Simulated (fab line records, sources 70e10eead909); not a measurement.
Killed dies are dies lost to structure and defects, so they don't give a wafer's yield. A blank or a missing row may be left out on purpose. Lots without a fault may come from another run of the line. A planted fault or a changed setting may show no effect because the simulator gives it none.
fab line records | flow nand_harc
record lots=5 wafers=15 last_day=25
route steps=1159 shown P_GATE@155 END@1159
lots that met no fault: from a run of the same line without faults
start_h: hours from the record's first day to the start of the lot's first wafer shown | wait_h: hours since the lot's step before | " the same as in the row above | L1.1+2: a row that stands for several wafers | - no value, or no start given | * or withheld: withheld | < > ~ a bound
route shown NAME@n: a module of which the file shows steps, and the number in the route of the first | usual: mean/standard deviation of fault-free wafers | same: alike in all rows | chamber/n: place in a boat | sites: the reading at each site | _std_site: their standard deviation | _edge_site: outer sites' mean less inner sites' | radius_mm: how far each site lies from the wafer's centre | mask NAME#n: copy n | behind: the tool/chamber that last shaped the wafer | hold: why the lot was held/for how many hours/how that ended | device: the transistor (n, p or np) that didn't switch | end of line: the same wafers' tests at the end of the route | a step without rows: its recipe alone | killed: dies lost to structure and defects at the first sort, not the wafer's yield | map: a wafer's dies, x killed, . not, _ none there
set.NAME: the setting as run; set.NAME@STEP: as run at that earlier step | model.NAME: the simulator's own value behind a step, which no gauge read
lots at some steps of the route; a table a step, a row a wafer
services: from which hour (start_h, from the record's first day; less than 0 if before it) a tool's chamber was out of use, for how many hours, and why
## steps
# step NHARC_P_GATE_ALD_36
# recipe target_thk_a=200 pulse_time_s=60 ald_cycles=223 temp_c=400 material=SiNx
# usual heater_power_w=861/100 precursor_pulse_height_rel=0.997/0.02 susceptor_temp_C=399.98/0.2
# columns lot.wafer tool chamber start_h wait_h heater_power_w precursor_pulse_height_rel susceptor_temp_C
L651.3 ald_sin-02 2 114.59 - 987 1.000 400.09
L651.5 " 3 115.64 - 762 0.987 399.89
L651.6 " 0 116.69 - 725 0.987 400.31
L653.4 ald_sin-04 1 128.03 - 847 0.980 399.82
L653.2 " 2 129.12 - 852 1.000 399.64
L653.5 " 1 132.37 - 834 1.015 400.05
L655.4 ald_sin-03 2 146.50 - 907 0.985 399.89
L655.1 " 3 147.56 - 1035 1.007 400.05
L655.5 " 2 150.74 - 918 1.017 400.22
L667.2 ald_sin-03 1 207.93 - 763 0.989 399.96
L667.1 " 3 210.04 - 1046 1.021 399.99
L667.3 " 0 211.10 - 910 1.030 399.75
L670.3 ald_sin-03 1 229.12 - 754 1.003 400.19
L670.6 " 1 233.39 - 748 0.992 400.23
L670.5 " 2 234.46 - 946 0.993 400.02
# step NHARC_P_GATE_ETCHBACK_37
# recipe target_depth_a=345 time_s=17.2 chf3_flow_sccm=50 o2_flow_sccm=10 ar_flow_sccm=200 rf_w=500 bias_w=200 chemistry=CHF3/O2
# usual drypump_motor_current_A=5.7/0.46 oes_product_au=0.96/0.036 rf_vpp_V=369.8/2 showerhead_plenum_p_Torr=2.36/0.086 throttle_valve_pct=20.572/0.01
# columns lot.wafer tool chamber start_h wait_h drypump_motor_current_A oes_product_au rf_hours_counter_h rf_vpp_V showerhead_plenum_p_Torr throttle_valve_pct
L651.3 rie_diel-13 0 - - 5.2 0.99 1 368.2 2.30 20.583
L651.6 " 3 " " 6.0 1.00 - 372.5 2.48 20.566
L651.5 " 0 " " 5.2 1.00 - 369.5 2.30 20.574
L653.2 rie_diel-13 0 - - 5.2 1.00 4 368.6 2.29 20.579
L653.4 " 1 " " 5.4 1.00 4 366.6 2.31 20.571
L653.5 " 3 " " 6.0 1.01 - 371.7 2.48 20.548
L655.1 rie_diel-13 3 - - 6.0 0.92 9 372.1 2.47 20.573
L655.4 " 2 " " 6.0 0.93 9 368.6 2.32 20.559
L655.5 " 0 " " 5.2 0.92 - 368.8 2.29 20.575
L667.2 rie_diel-07 2 - - 6.0 0.99 58 372.0 2.43 20.565
L667.1 " 0 " " 5.8 0.99 63 373.4 2.57 20.565
L667.3 " 1 " " 5.6 0.98 59 369.8 2.39 20.577
L670.3 rie_diel-01 1 - - 5.1 1.00 38 368.3 2.28 20.577
L670.5 " 0 " " 6.7 1.02 - 367.4 2.25 20.567
L670.6 " 1 " " 5.1 1.00 - 368.1 2.29 20.560
# step NHARC_P_GATE_STRIP_101
# recipe time_s=20 o2_flow_sccm=500 ar_flow_sccm=0 bias_w=0 chemistry=O2
# usual drypump_motor_current_A=5.7/0.45 oes_product_au=0.997/0.01 rf_vpp_V=57.6/0.92 showerhead_plenum_p_Torr=3.48/0.12 throttle_valve_pct=17.036/0.0091
# columns lot.wafer tool chamber start_h wait_h drypump_motor_current_A oes_product_au rf_hours_counter_h rf_vpp_V showerhead_plenum_p_Torr throttle_valve_pct
L651.3 rie_diel-13 3 121.02 0.1 6.0 1.000 2 58.3 3.64 17.027
L651.6 " 1 " " 5.4 0.997 - 58.1 3.40 17.019
L651.5 " 2 " " 6.0 1.014 - 57.7 3.42 17.038
L653.2 rie_diel-13 3 136.85 0.2 6.0 1.001 4 57.6 3.63 17.026
L653.4 " 0 " " 5.2 1.002 4 57.9 3.38 17.050
L653.5 " 3 " " 6.0 0.992 - 56.8 3.63 17.038
L655.1 rie_diel-13 2 156.13 0.1 6.0 1.014 9 57.1 3.41 17.041
L655.4 " 3 " " 6.0 1.013 9 56.7 3.63 17.040
L655.5 " 0 " " 5.2 0.987 - 57.2 3.37 17.043
L667.3 rie_diel-07 2 217.53 0.1 5.9 0.992 58 57.3 3.56 17.027
L667.1 " 3 " " 5.3 0.988 59 58.7 3.50 17.036
L667.2 " 1 " " 5.7 0.987 59 57.4 3.51 17.048
L670.3 rie_diel-01 3 238.81 0.1 5.4 0.987 33 58.1 3.48 17.028
L670.5 " 2 " " 6.1 0.993 - 57.9 3.63 17.050
L670.6 " 3 " " 5.4 0.984 - 58.2 3.48 17.031
# step NHARC_P_GATE_PRECLEAN_97
# recipe time_s=600 temp_c=120 chemistry=SPM
# step NHARC_P_GATE_SRD_98
# step NHARC_P_GATE_PRECLEAN_99
# recipe time_s=* temp_c=50 bath_age_min=0 chemistry=SC1
# step NHARC_P_GATE_SRD_100
# step NHARC_P_GATE_DEHYDRATE_38
# recipe temp_c=150 time_s=120
# step NHARC_P_GATE_HMDS_39
# recipe time_s=30
# step NHARC_P_GATE_COAT_40
# recipe spin_rpm=3000
# step NHARC_P_GATE_SOFTBAKE_41
# recipe temp_c=122 time_s=95
# step NHARC_P_GATE_EBR_42
# step NHARC_P_GATE_EXPOSE_43
# recipe na=0.6 target_cd_nm=720 dose_mj=14.81 mask_id=P_NSD
# columns lot.wafer tool chamber start_h wait_h mask
L651.3+5+6 krf_scanner-01 0 121.66 - P_NSD#0
L653.2+4+5 krf_scanner-01 0 137.62 - P_NSD#0
L655.1+4+5 krf_scanner-01 0 156.78 - P_PSD#0
L667.1+2+3 krf_scanner-01 0 218.29 - P_NSD#0
L670.3+5+6 krf_scanner-01 0 239.58 - P_NSD#0
# step NHARC_P_GATE_PEB_44
# recipe peb_temp_c=118 peb_time_s=85
# step NHARC_P_GATE_DEVELOP_45
# recipe time_s=70
# step NHARC_P_GATE_CD_MEAS_46
# recipe target_cd_nm=720 landing_energy_ev=500
# usual cd_nm=720.8/1.5
# columns lot.wafer tool chamber start_h wait_h cd_nm
L651.3 cd_sem-01 0 121.81 - 721.2
L651.5 " 0 " " 719.1
L651.6 " 0 " " 720.4
L653.2 cd_sem-01 0 137.77 - 718.7
L653.4 " 0 " " 719.3
L653.5 " 0 " " 720.2
L655.1 cd_sem-02 0 156.94 - -
L655.4 " 0 " " -
L655.5 " 0 " " -
L667.1 cd_sem-02 0 218.45 - 720.6
L667.2 " 0 " " 720.1
L667.3 " 0 " " 718.3
L670.3 cd_sem-03 0 239.73 - 720.1
L670.5 " 0 " " 723.0
L670.6 " 0 " " 722.2
# step NHARC_P_GATE_HARDBAKE_47
# recipe temp_c=125 time_s=80
# step NHARC_END_SORT_01
# recipe temp_c=25
# usual killed_at_array=29/10 killed_at_other=0.7/1.1 killed_at_periphery=3.2/2.2 killed_dies=33/11 killed_open=3.5/1.8 killed_short=2.0/1.4
# same gross_dies=677
# columns lot.wafer tool chamber start_h wait_h killed_at_array killed_at_other killed_at_periphery killed_dies killed_open killed_short
L655.1 prober-02 0 498.24 2.5 29 1 647 677 2 1
L655.4 prober-02 0 500.64 3.4 41 1 635 677 6 2
L655.5 prober-02 0 501.44 3.7 28 0 649 677 0 4
# killed by level:class
L655.1 P_GATE:area_expose=643 A_SLIT:chamber_film_flake=9 A_STAIRCASE:chamber_film_flake=7 A_CHANNEL_HOLE_D1:chamber_film_flake=4 P_STI:chamber_film_flake=3 A_CONTACT:chamber_film_flake=3 A_WL_FILL:chamber_film_flake=2 A_BONDPAD:chamber_film_flake=2
L655.4 P_GATE:area_expose=634 A_SLIT:chamber_film_flake=23 A_CHANNEL_HOLE_D1:chamber_film_flake=4 A_BONDPAD:chamber_film_flake=4 A_CONTACT:geometric_particle:open=3 A_WL_FILL:chamber_film_flake=2 P_GATE:geometric_particle:open=1 A_ONON_D1:geometric_particle:open=1
L655.5 P_GATE:area_expose=642 A_SLIT:chamber_film_flake=10 A_STAIRCASE:chamber_film_flake=6 A_BONDPAD:chamber_film_flake=4 P_M0:chamber_film_flake=4 A_CHANNEL_HOLE_D1:chamber_film_flake=4 P_STI:chamber_film_flake=2 P_STI:geometric_particle:short=1
# map L655.1 (x killed, . not)
____________x____________
_________xxxxxxx_________
_______xxxxxxxxxxx_______
______xxxxxxxxxxxxx______
_____xxxxxxxxxxxxxxx_____
____xxxxxxxxxxxxxxxxx____
____xxxxxxxxxxxxxxxxx____
___xxxxxxxxxxxxxxxxxxx___
___xxxxxxxxxxxxxxxxxxx___
__xxxxxxxxxxxxxxxxxxxxx__
__xxxxxxxxxxxxxxxxxxxxx__
_xxxxxxxxxxxxxxxxxxxxxxx_
_xxxxxxxxxxxxxxxxxxxxxxx_
_xxxxxxxxxxxxxxxxxxxxxxx_
_xxxxxxxxxxxxxxxxxxxxxxx_
_xxxxxxxxxxxxxxxxxxxxxxx_
xxxxxxxxxxxxxxxxxxxxxxxxx
xxxxxxxxxxxxxxxxxxxxxxxxx
xxxxxxxxxxxxxxxxxxxxxxxxx
xxxxxxxxxxxxxxxxxxxxxxxxx
xxxxxxxxxxxxxxxxxxxxxxxxx
_xxxxxxxxxxxxxxxxxxxxxxx_
_xxxxxxxxxxxxxxxxxxxxxxx_
_xxxxxxxxxxxxxxxxxxxxxxx_
_xxxxxxxxxxxxxxxxxxxxxxx_
_xxxxxxxxxxxxxxxxxxxxxxx_
__xxxxxxxxxxxxxxxxxxxxx__
__xxxxxxxxxxxxxxxxxxxxx__
___xxxxxxxxxxxxxxxxxxx___
___xxxxxxxxxxxxxxxxxxx___
____xxxxxxxxxxxxxxxxx____
____xxxxxxxxxxxxxxxxx____
_____xxxxxxxxxxxxxxx_____
______xxxxxxxxxxxxx______
_______xxxxxxxxxxx_______
_________xxxxxxx_________
____________x____________
# map L651.3 (x killed, . not)
____________.____________
_________......x_________
_______..........._______
______.............______
_____...x..........._____
____.......x........x____
____......x..........____
___.....xxx..........x___
___........x.x........___
__.......xxx...........__
__........x............__
_.........x.x..........._
_......................._
_......................._
_......................._
_......................._
.........................
.........................
.........................
.....x...................
.....x...................
_......................._
_......................._
_x......................_
_...................x..._
_......x..........x....._
__.....................__
__....x................__
___...................___
___...................___
____.................____
____.................____
_____..............._____
______.............______
_______..........._______
_________......._________
____________.____________
## services
# columns tool chamber start_h hours kind
ald_sin-03 0 98.28 3.3 repair
rie_diel-13 - 99.06 9.0 pm
rie_diel-13 0 99.06 9.0 vent_cycle
rie_diel-13 1 99.06 9.0 vent_cycle
rie_diel-13 2 99.06 9.0 vent_cycle
rie_diel-13 3 99.06 9.0 vent_cycle
ald_sin-03 2 101.11 19.0 repair
ald_sin-03 - 102.00 10.0 pm
rie_diel-13 0 108.06 - clean
rie_diel-13 1 108.06 - clean
rie_diel-13 2 108.06 - clean
rie_diel-13 3 108.06 - clean
krf_scanner-01 - 117.44 0.5 repair
ald_sin-02 3 126.27 4.7 repair
rie_diel-13 0 132.56 - clean
rie_diel-13 1 132.56 - clean
rie_diel-01 0 136.38 7.9 repair
rie_diel-01 - 137.93 9.0 pm
ald_sin-03 3 156.07 2.5 repair
rie_diel-07 3 178.24 7.3 repair
krf_scanner-01 - 205.39 2.0 repair
ald_sin-04 0 217.61 5.0 repair
rie_diel-07 - 228.51 9.0 pm
rie_diel-13 - 237.43 0.3 repair
## key
first_sign step=NHARC_P_GATE_EXPOSE_43 reading=mask direction=changed
effect step=NHARC_P_GATE_CD_MEAS_46 reading=cd_nm direction=missing
effect step=NHARC_END_SORT_01 reading=killed_at_periphery direction=up sigmas=99+ usual=3.2 struck=643.7
more_kills_born_at NHARC_P_GATE_EXPOSE_43@krf_scanner-01=1919
met_at NHARC_P_GATE_EXPOSE_43
struck_wafers L655.1,L655.4,L655.5
later_rows_left_out L655.1,L655.4,L655.5
tester_left_out L655
onset_between 137.62 156.78
fault kind=wrong_mask tool=any chamber=- onset_h=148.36 steps=NHARC_P_GATE_EXPOSE_43 aux_copy=P_PSD#0 scope=struck_lots_only
# tester_left_out: of these lots the tester's yield and bins aren't shown, on N5 and GAA mostly nor the transistor test; their killed dies are dies lost to structure and defects alone, not to doping, threshold or leakage, so they don't give the yield
# later_rows_left_out: the simulator's readings of these wafers behind a module that went badly wrong aren't trusted and aren't shown, but for the sort
